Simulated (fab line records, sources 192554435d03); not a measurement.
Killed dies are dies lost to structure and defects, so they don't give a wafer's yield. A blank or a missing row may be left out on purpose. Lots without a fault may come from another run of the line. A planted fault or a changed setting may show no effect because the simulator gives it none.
Which tool did it? | flow n5_finfet | 10 lots, 30 wafers sampled, at 5 steps of a route of 1938

WHAT THE GAUGES READ, wafer by wafer
N5_BEOL_M0_SAQP_CD_MEAS_29: target cd 14.4 nm.
lot  | measured     | on        | cd_nm (nm)
L075 | day 6 05:25  | cd_sem-03 | 14.92 14.78 15.46
L079 | day 6 18:57  | cd_sem-01 | 15.11 14.93 15.05
L081 | day 7 09:10  | cd_sem-01 | 15.18 14.72 14.73
L083 | day 7 20:52  | cd_sem-01 | 15.05 14.78 14.51
L085 | day 8 10:14  | cd_sem-01 | 14.74 14.92 15.01
L088 | day 9 03:35  | cd_sem-01 | 14.89 14.95 14.81
L090 | day 9 16:08  | cd_sem-02 | 14.77 14.75 14.83
L092 | day 10 03:41 | cd_sem-01 | 14.67 14.70 14.63
L094 | day 11 00:02 | cd_sem-03 | 14.79 14.91 15.12
L096 | day 11 10:07 | cd_sem-01 | 15.15 14.92 15.10

WHICH TOOL RAN EACH LOT (tool, then ch and the chambers of the sampled wafers, then the start)
lot  | N5_MOL_CONTACT_COAG_STRIP_72       | N5_BEOL_M0_SAQP_ETCH_106           | N5_BEOL_M0_SAQP_ETCH_107           | N5_BEOL_M0_SAQP_STRIP_108
L075 | rie_diel-06 ch 0,1, day 5 17:23    | rie_diel-01 ch 0,2,3, day 6 04:19  | rie_diel-01 ch 0,2,3, day 6 04:23  | rie_diel-01 ch 0,2,3, day 6 04:25
L079 | rie_diel-06 ch 0,3, day 6 09:11    | rie_diel-03 ch 0,3, day 6 17:23    | rie_diel-03 ch 0,3, day 6 17:26    | rie_diel-03 ch 0,3, day 6 17:29
L081 | rie_diel-06 ch 0,1,3, day 6 22:11  | rie_diel-03 ch 2,3, day 7 08:07    | rie_diel-03 ch 2,3, day 7 08:10    | rie_diel-03 ch 2,3, day 7 08:13
L083 | rie_diel-04 ch 1,2, day 7 11:04    | rie_diel-03 ch 0,1,2, day 7 19:43  | rie_diel-03 ch 0,1,2, day 7 19:46  | rie_diel-03 ch 0,1,2, day 7 19:48
L085 | rie_diel-05 ch 0,1, day 7 21:37    | rie_diel-01 ch 0,2,3, day 8 09:04  | rie_diel-01 ch 0,2,3, day 8 09:08  | rie_diel-01 ch 0,2,3, day 8 09:10
L088 | rie_diel-04 ch 0,2,3, day 8 17:08  | rie_diel-01 ch 1,2,3, day 9 02:32  | rie_diel-01 ch 1,2,3, day 9 02:35  | rie_diel-01 ch 1,2,3, day 9 02:38
L090 | rie_diel-05 ch 0,1,3, day 9 05:34  | rie_diel-01 ch 0,2,3, day 9 15:01  | rie_diel-01 ch 0,2,3, day 9 15:05  | rie_diel-01 ch 0,2,3, day 9 15:07
L092 | rie_diel-06 ch 1,2,3, day 9 14:49  | rie_diel-03 ch 1,2,3, day 10 02:08 | rie_diel-03 ch 1,2,3, day 10 02:12 | rie_diel-03 ch 1,2,3, day 10 02:14
L094 | rie_diel-05 ch 0,1,3, day 10 07:35 | rie_diel-03 ch 0,1, day 10 21:10   | rie_diel-03 ch 0,1, day 10 21:13   | rie_diel-03 ch 0,1, day 10 21:16
L096 | rie_diel-04 ch 0,2,3, day 10 22:46 | rie_diel-01 ch 0,2,3, day 11 08:16 | rie_diel-01 ch 0,2,3, day 11 08:20 | rie_diel-01 ch 0,2,3, day 11 08:22
- N5_MOL_CONTACT_COAG_STRIP_72: strips in N2/H2.
- N5_BEOL_M0_SAQP_ETCH_106: etches SOC in N2/H2, stops on SiNx, target depth 150 nm.
- N5_BEOL_M0_SAQP_ETCH_107: etches SiNx in CH3F/O2, target depth 30 nm.
- N5_BEOL_M0_SAQP_STRIP_108: strips in N2/H2.

THE ANSWER, worked out from the rows above alone
Rule: what is usual is taken from the lots themselves. Put in order of their means at a reading, lots are off if they are a third of the lots or fewer, leave a main group of 4 or more, and stand apart from it by a gap of 3 or more times the standard deviation of the main group's means; of several such gaps the widest counts. A main group whose means are all the same, to the digits that the tables above print for the reading, isn't used. A lot without any number at a reading at which 4 lots or more have one is off too. The other lots that the step has rows for count as sound.
No lot is off at any reading shown: from this, nothing can be told.

WHAT THE SIMULATOR HAD PUT IN
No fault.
